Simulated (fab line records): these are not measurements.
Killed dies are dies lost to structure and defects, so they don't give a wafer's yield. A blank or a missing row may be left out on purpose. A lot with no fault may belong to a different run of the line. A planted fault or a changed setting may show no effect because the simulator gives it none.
The tool behind it: which one?	flow n5Finfet	27 wafers from 9 lots sampled at 5 of the route's 1938 steps

## WHAT EACH GAUGE READ, for each wafer
N5_BEOL_M3_INSPECT_59: inspects for defects (darkfield). Usual: rawDefectCount 70, standard deviation 23.
lot	measured	on	rawDefectCount	flag
L746	day 8 15:42	defectInspect-02	109 144 64	
L747	day 8 18:44	defectInspect-01	78 74 45	
L750	day 9 08:03	defectInspect-01	89 73 86	
L752	day 10 14:01	defectInspect-02	111 135 104	
L755	day 11 07:07	defectInspect-02	67 58 46	
L756	day 11 19:30	defectInspect-01	74 78 60	
L766	day 14 19:28	defectInspect-02	70 76 103	
L768	day 14 21:44	defectInspect-02	81 84 86	
L769	day 15 02:20	defectInspect-02	50 68 60	

N5_BEOL_M4_RC_MEAS_101. Usual: DIBL_N 36.0 mV/V, standard deviation 1.7; DIBL_P 36.2 mV/V, standard deviation 1.9; IOFF_N 0.154 nA/um, standard deviation 0.028; IOFF_P 0.21 nA/um, standard deviation 0.036; ION_N 675 uA/um, standard deviation 11; ION_P 463 uA/um, standard deviation 8.3; SS_N 71.4 mV/dec, standard deviation 0.63; SS_P 73.2 mV/dec, standard deviation 0.55; VT_N 250.2 mV, standard deviation 3; VT_P -251 mV, standard deviation 3.7.
lot	measured	on	DIBL_N (mV/V)	DIBL_P (mV/V)	IOFF_N (nA/um)	IOFF_P (nA/um)	ION_N (uA/um)	ION_P (uA/um)	SS_N (mV/dec)	SS_P (mV/dec)	VT_N (mV)	VT_P (mV)	flag
L746	day 9 00:48	prober-02	37.5 34.2 36.4	37.4 33.4 35.8	0.178 0.133 0.157	0.29 0.23 0.26	673 672 666	469 475 468	71.7 70.0 71.2	73.6 73.3 73.5	248.0 251.1 253.0	-242 -245 -243	
L747	day 9 05:26	prober-01	35.0 38.3 39.0	33.2 38.5 38.7	0.116 0.186 0.196	0.17 0.26 0.26	670 688 700	455 474 477	71.2 72.9 72.4	73.0 73.9 73.9	252.2 245.6 245.2	-252 -247 -246	
L750	day 10 23:41	prober-02	37.7 38.0 34.4	38.6 38.8 34.9	0.180 0.185 0.128	0.23 0.23 0.17	685 679 671	477 467 462	71.5 72.4 71.1	73.7 73.4 72.3	249.5 246.9 252.7	-247 -248 -250	
L752	day 12 00:50	prober-02	34.7 35.7 35.7	35.6 36.4 36.5	0.134 0.155 0.146	0.18 0.20 0.19	666 679 674	460 461 465	71.4 71.4 71.2	72.7 72.8 72.5	252.2 248.9 249.6	-252 -251 -251	
L755	day 12 18:04	prober-02	35.3 37.6 35.9	34.8 36.5 35.5	0.139 0.168 0.142	0.19 0.21 0.19	680 674 670	463 459 453	71.2 72.3 71.2	73.5 73.3 73.5	248.6 250.2 251.0	-253 -250 -254	
L756	day 13 03:38	prober-02	38.4 36.0 37.1	38.3 35.2 35.5	0.186 0.135 0.162	0.21 0.17 0.18	689 667 677	457 452 456	71.5 71.5 71.9	73.9 73.1 73.5	247.5 250.2 250.1	-252 -253 -255	
L766	day 15 06:22	prober-01	35.8 36.0 39.1	35.9 36.7 38.8	0.150 0.158 0.214	0.18 0.20 0.23	663 665 697	453 462 468	71.1 71.2 71.9	72.5 72.8 73.2	251.4 247.5 244.7	-251 -249 -251	
L768	day 15 08:19	prober-01	36.7 37.2 36.0	35.6 37.2 34.8	0.158 0.174 0.164	0.24 0.26 0.23	666 677 686	465 471 477	71.5 71.2 71.5	73.4 73.7 73.0	252.7 247.7 248.4	-247 -243 -247	
L769	day 15 11:02	prober-02	36.1 35.9 37.9	36.9 34.8 39.6	0.145 0.148 0.192	0.21 0.19 0.25	660 662 697	455 456 471	71.4 71.4 72.3	73.0 72.7 73.9	253.2 252.0 247.7	-253 -252 -249	

## WHICH TOOL RAN EACH LOT (tool, then ch and the chambers of the sampled wafers, then the start)
lot	N5_BEOL_M3_CMP_52	N5_BEOL_M4_COAT_73	N5_BEOL_M4_DESCUM_16
L746	cmp-01 ch 0,2,3, day 8 15:07	lithoTrack-05 ch 0, day 8 16:29	rieDiel-05 ch 1,2, day 8 16:59
L747	cmp-02 ch 1,2,3, day 8 18:11	lithoTrack-01 ch 0, day 8 19:34	rieDiel-01 ch 0,1, day 8 20:05
L750	cmp-01 ch 0,3, day 9 07:31	lithoTrack-01 ch 0, day 9 09:26	rieDiel-05 ch 0,1,2, day 9 09:50
L752	cmp-02 ch 0,1,3, day 10 13:30	lithoTrack-04 ch 0, day 10 14:26	rieDiel-05 ch 0,1, day 10 14:57
L755	cmp-04 ch 0,1,2, day 11 06:35	lithoTrack-01 ch 0, day 11 09:11	rieDiel-05 ch 1,2, day 11 09:34
L756	cmp-02 ch 0,1,2, day 11 18:55	lithoTrack-01 ch 0, day 11 21:46	rieDiel-05 ch 0,1,3, day 11 22:09
L766	cmp-01 ch 0,1,2, day 14 18:53	lithoTrack-05 ch 0, day 14 21:00	rieDiel-01 ch 1,3, day 14 21:41
L768	cmp-04 ch 0,1,3, day 14 21:11	lithoTrack-01 ch 0, day 14 23:22	rieDiel-01 ch 0,1, day 15 00:09
L769	cmp-02 ch 0,1,2, day 15 01:49	lithoTrack-01 ch 0, day 15 03:04	rieDiel-01 ch 0,1, day 15 03:40
- N5_BEOL_M3_CMP_52: polishes, stops on SiOC, t overpolish 6.8 s, target thk 40 nm.
- N5_BEOL_M4_COAT_73: time 60 s, resist thk 5 nm.
- N5_BEOL_M4_DESCUM_16: chemistry O2, time 7 s.

## AS READ BY THE TOOLS THEMSELVES (means over the sampled wafers that have a number; for cases with no such wafer, the mark the record gives instead)
N5_BEOL_M3_CMP_52. Usual: barrierFieldEndpointS 24.6 s, standard deviation 0.67; motorCurrentA 6.1 A, standard deviation 0.35; overpolishRunS 6.802 s, standard deviation 0.0094; timeToEndpointS 62 s, standard deviation 3.5.
lot	tool	barrierFieldEndpointS (s)	motorCurrentA (A)	overpolishRunS (s)	timeToEndpointS (s)	flag
L746	cmp-01	24.5	6.0	6.808	61	
L747	cmp-02	24.4	6.3	6.794	60	
L750	cmp-01	24.7	6.2	6.798	66	
L752	cmp-02	24.7	6.1	6.806	64	
L755	cmp-04	24.6	5.8	6.805	64	
L756	cmp-02	24.2	6.1	6.798	60	
L766	cmp-01	24.5	6.1	6.796	59	
L768	cmp-04	25.7	6.1	6.805	63	
L769	cmp-02	24.2	6.1	6.797	61	

N5_BEOL_M4_COAT_73. Usual: heaterPowerTotalW 391.7 W, standard deviation 1.3; plateTempC 204.95 C, standard deviation 0.16.
lot	tool	heaterPowerTotalW (W)	plateTempC (C)	flag
L746	lithoTrack-05	390.2	205.11	
L747	lithoTrack-01	392.1	205.10	
L750	lithoTrack-01	390.7	205.01	
L752	lithoTrack-04	391.6	204.90	
L755	lithoTrack-01	376.2	199.10	OFF
L756	lithoTrack-01	376.9	199.13	OFF
L766	lithoTrack-05	392.8	205.01	
L768	lithoTrack-01	392.0	205.00	
L769	lithoTrack-01	391.8	205.00	

N5_BEOL_M4_DESCUM_16. Usual: drypumpMotorCurrentA 5.8 A, standard deviation 0.48; oesProductAu 0.80 a.u., standard deviation 0.072; rfVppV 242.6 V, standard deviation 1.5; showerheadPlenumPTorr 2.06 Torr, standard deviation 0.073; throttleValvePct 20.34 %, standard deviation 0.21.
lot	tool	drypumpMotorCurrentA (A)	oesProductAu (a.u.)	rfVppV (V)	showerheadPlenumPTorr (Torr)	throttleValvePct (%)	flag
L746	rieDiel-05	6.0	0.88	242.6	2.09	20.34	
L747	rieDiel-01	6.3	0.80	241.0	2.02	20.41	
L750	rieDiel-05	5.7	0.83	243.1	2.11	20.34	
L752	rieDiel-05	5.9	0.89	243.0	2.06	20.21	
L755	rieDiel-05	5.8	0.80	243.6	2.13	20.49	
L756	rieDiel-05	5.7	0.86	242.5	2.06	20.17	
L766	rieDiel-01	5.5	0.74	240.3	1.94	20.25	
L768	rieDiel-01	6.4	0.77	242.2	2.02	20.32	
L769	rieDiel-01	6.4	0.77	241.8	2.02	20.33	

## THE ANSWER, worked out from the rows above alone
Rule: take the mean of a lot's wafers that have a number; if it is more than 3 standard deviations from the usual mean, the lot is off. A lot without any number at a reading at which 4 lots or more have one is off too. The other lots that the step has rows for count as sound. After the gauges, taken in route order, come the tools' own readings; for these a lot's mean is taken, as printed above. At the first step where some lot is off, the reading lying furthest off is the one used; lots without a number count as furthest.
Off at N5_BEOL_M4_COAT_73 (plateTempC): L755, L756.
If a tool, at that step or one of the process steps before it, ran each lot that is off and ran no sound lot following the first of them, it fits. None of those tried fits.

## WHAT THE SIMULATOR PUT IN
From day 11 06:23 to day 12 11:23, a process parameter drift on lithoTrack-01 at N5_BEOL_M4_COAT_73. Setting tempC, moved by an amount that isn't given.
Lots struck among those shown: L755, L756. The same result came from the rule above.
